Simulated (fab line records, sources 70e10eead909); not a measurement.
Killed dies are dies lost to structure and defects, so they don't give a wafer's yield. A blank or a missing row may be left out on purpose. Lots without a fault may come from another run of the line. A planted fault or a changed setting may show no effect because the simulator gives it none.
Chamber matching | flow nand_harc | NHARC_P_M2_ETCH_35 on rie_diel-09: 4 sister chambers
The step etches the open film in N2/H2, target depth 40 nm, overetch 12 nm, time 43.94 s. 39 wafers are shown with their chamber, then 12 later ones without.

WAFERS WITH THEIR CHAMBER
wafer  | chamber | showerhead_plenum_p_Torr (Torr) | drypump_motor_current_A (A) | rf_vpp_V (V)
L074.1 | 1       | 2.08                            | 6.3                         | 431.3
L074.5 | 2       | 2.21                            | 5.5                         | 435.0
L074.6 | 1       | 2.08                            | 6.3                         | 432.0
L076.1 | 3       | 1.99                            | 5.2                         | 429.3
L076.2 | 2       | 2.21                            | 5.5                         | 435.1
L076.4 | 1       | 2.08                            | 6.3                         | 431.3
L077.2 | 1       | 2.08                            | 6.3                         | 432.8
L077.3 | 0       | 2.03                            | 6.5                         | 431.4
L077.5 | 1       | 2.08                            | 6.3                         | 430.5
L078.3 | 2       | 2.20                            | 5.5                         | 435.8
L078.5 | 0       | 2.03                            | 6.5                         | 429.8
L078.6 | 1       | 2.08                            | 6.3                         | 431.8
L079.2 | 2       | 2.20                            | 5.5                         | 435.7
L079.3 | 0       | 2.03                            | 6.5                         | 429.7
L079.6 | 0       | 2.03                            | 6.5                         | 429.6
L080.1 | 2       | 2.20                            | 5.5                         | 434.5
L080.2 | 0       | 2.03                            | 6.5                         | 429.3
L080.6 | 1       | 2.08                            | 6.3                         | 429.5
L082.3 | 1       | 2.08                            | 6.3                         | 430.5
L082.4 | 0       | 2.03                            | 6.5                         | 430.8
L082.6 | 0       | 2.03                            | 6.5                         | 429.9
L084.1 | 3       | 1.99                            | 5.2                         | 429.0
L084.4 | 0       | 2.03                            | 6.6                         | 430.6
L084.5 | 1       | 2.08                            | 6.3                         | 430.8
L087.2 | 0       | 2.03                            | 6.5                         | 429.9
L087.3 | 2       | 2.20                            | 5.5                         | 434.4
L087.4 | 3       | 1.99                            | 5.2                         | 430.2
L085.2 | 1       | 2.08                            | 6.3                         | 431.2
L085.3 | 2       | 2.20                            | 5.5                         | 434.3
L085.6 | 1       | 2.08                            | 6.3                         | 432.9
L086.3 | 2       | 2.20                            | 5.5                         | 433.7
L086.4 | 0       | 2.03                            | 6.5                         | 432.7
L086.5 | 1       | 2.08                            | 6.3                         | 431.4
L088.1 | 3       | 1.99                            | 5.2                         | 429.6
L088.4 | 2       | 2.20                            | 5.5                         | 435.3
L088.5 | 0       | 2.03                            | 6.5                         | 428.8
L090.1 | 3       | 1.99                            | 5.2                         | 429.3
L090.3 | 2       | 2.20                            | 5.5                         | 434.8
L090.5 | 3       | 1.99                            | 5.2                         | 428.3

SIGNATURES (means of the wafers above)
reading                  | chamber 0 | chamber 1 | chamber 2 | chamber 3 | scatter within a chamber
showerhead_plenum_p_Torr | 2.0300    | 2.0800    | 2.2020    | 1.9900    | 0.00214
drypump_motor_current_A  | 6.509     | 6.300     | 5.500     | 5.200     | 0.0161
rf_vpp_V                 | 430.227   | 431.333   | 434.860   | 429.283   | 0.896
Rule: a wafer's distance from a chamber is the root of the sum, over the readings, of the square of ((its reading less the chamber's mean) divided by the reading's scatter). The wafer belongs to the nearest chamber; if the next one is less than 2 further off, it can't be placed. The scatter: the root of (the sum of the squares of (reading less its chamber's mean) over the shown wafers, divided by (wafers less chambers)).

WAFERS WITHOUT THEIR CHAMBER
wafer  | showerhead_plenum_p_Torr (Torr) | drypump_motor_current_A (A) | rf_vpp_V (V)
L092.1 | 1.99                            | 5.2                         | 430.8
L092.2 | 2.20                            | 5.5                         | 434.0
L092.4 | 2.08                            | 6.3                         | 431.2
L094.1 | 2.03                            | 6.5                         | 430.9
L094.4 | 2.20                            | 5.5                         | 435.7
L094.6 | 2.03                            | 6.5                         | 430.3
L095.2 | 2.08                            | 6.3                         | 431.3
L095.3 | 2.20                            | 5.5                         | 435.3
L095.6 | 1.99                            | 5.2                         | 428.6
L096.3 | 1.99                            | 5.2                         | 428.9
L096.4 | 2.08                            | 6.3                         | 431.6
L096.6 | 2.20                            | 5.4                         | 434.8

WHICH CHAMBER EACH WENT THROUGH
wafer  | from the rows above | in truth
L092.1 | 3                   | 3
L092.2 | 2                   | 2
L092.4 | 1                   | 1
L094.1 | 0                   | 0
L094.4 | 2                   | 2
L094.6 | 0                   | 0
L095.2 | 1                   | 1
L095.3 | 2                   | 2
L095.6 | 3                   | 3
L096.3 | 3                   | 3
L096.4 | 1                   | 1
L096.6 | 2                   | 2
Placed correctly: 12 of 12. Can't be placed from these rows: 0. Placed wrongly: 0.
